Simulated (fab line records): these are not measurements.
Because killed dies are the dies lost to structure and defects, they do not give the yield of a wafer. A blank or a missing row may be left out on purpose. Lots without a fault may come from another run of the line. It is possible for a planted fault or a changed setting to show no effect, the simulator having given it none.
Chamber matching | flow n5 finfet | 4 sister chambers for N5_HKMG_FIN_STRIP_93 on rie diel-06
The step strips SOC in N2/H2, time 20 s. 16 wafers are shown with their chamber, then 8 later ones without.

WAFERS WITH THEIR CHAMBER
wafer  | chamber | throttle valve pct (%) | showerhead plenum p Torr (Torr) | drypump motor current A (A)
L077.1 | 0       | 18.3                   | 3.42                            | 5.2
L077.5 | 3       | 18.5                   | 3.21                            | 5.0
L077.6 | 0       | 18.3                   | 3.42                            | 5.2
L078.1 | 3       | 18.6                   | 3.20                            | 5.0
L078.4 | 1       | 18.8                   | 3.40                            | 5.6
L078.5 | 0       | 18.3                   | 3.42                            | 5.2
L079.1 | 1       | 18.8                   | 3.40                            | 5.6
L079.2 | 2       | 19.1                   | 3.47                            | 5.6
L079.3 | 0       | 18.3                   | 3.42                            | 5.2
L085.3 | 3       | 18.6                   | 3.20                            | 5.0
L085.4 | 3       | 18.6                   | 3.20                            | 5.0
L085.6 | 1       | 18.8                   | 3.39                            | 5.5
L087.1 | 3       | 18.6                   | 3.19                            | 4.9
L087.2 | 1       | 18.8                   | 3.39                            | 5.6
L087.5 | 1       | 18.8                   | 3.39                            | 5.6
L090.4 | 2       | 19.1                   | 3.46                            | 5.7

SIGNATURES (means of the wafers above)
reading                  | chamber 0 | chamber 1 | chamber 2 | chamber 3 | scatter within a chamber
throttle valve pct       | 18.300    | 18.800    | 19.100    | 18.580    | 0.0258
showerhead plenum p Torr | 3.4200    | 3.3940    | 3.4650    | 3.2000    | 0.00555
drypump motor current A  | 5.200     | 5.580     | 5.650     | 4.980     | 0.0418
Rule: a wafer's distance from a chamber is the root of the sum, over the readings, of the square of ((its reading less the chamber's mean) divided by the reading's scatter). If the next closest chamber is less than 2 further off than the closest, the wafer can't be placed; otherwise it belongs to the closest. The scatter is the square root of a quotient: the sum, over the shown wafers, of each reading's squared deviation from its chamber's mean, divided by wafers minus chambers.

WAFERS WITH NO CHAMBER GIVEN
wafer  | throttle valve pct (%) | showerhead plenum p Torr (Torr) | drypump motor current A (A)
L090.5 | 18.8                   | 3.39                            | 5.6
L090.6 | 18.6                   | 3.19                            | 4.9
L093.1 | 17.9                   | 3.41                            | 5.2
L093.2 | 18.8                   | 3.38                            | 5.6
L093.6 | 19.1                   | 3.45                            | 5.7
L095.2 | 18.6                   | 3.19                            | 4.9
L095.3 | 17.9                   | 3.40                            | 5.2
L095.6 | 18.6                   | 3.19                            | 5.0

THE CHAMBER EACH PASSED THROUGH
wafer  | from the rows above | in truth
L090.5 | 1                   | 1
L090.6 | 3                   | 3
L093.1 | 0                   | 0
L093.2 | 1                   | 1
L093.6 | 2                   | 2
L095.2 | 3                   | 3
L095.3 | 0                   | 0
L095.6 | 3                   | 3
Placed correctly: 8 of 8. Left unplaced by these rows: 0. Wrongly placed: 0.
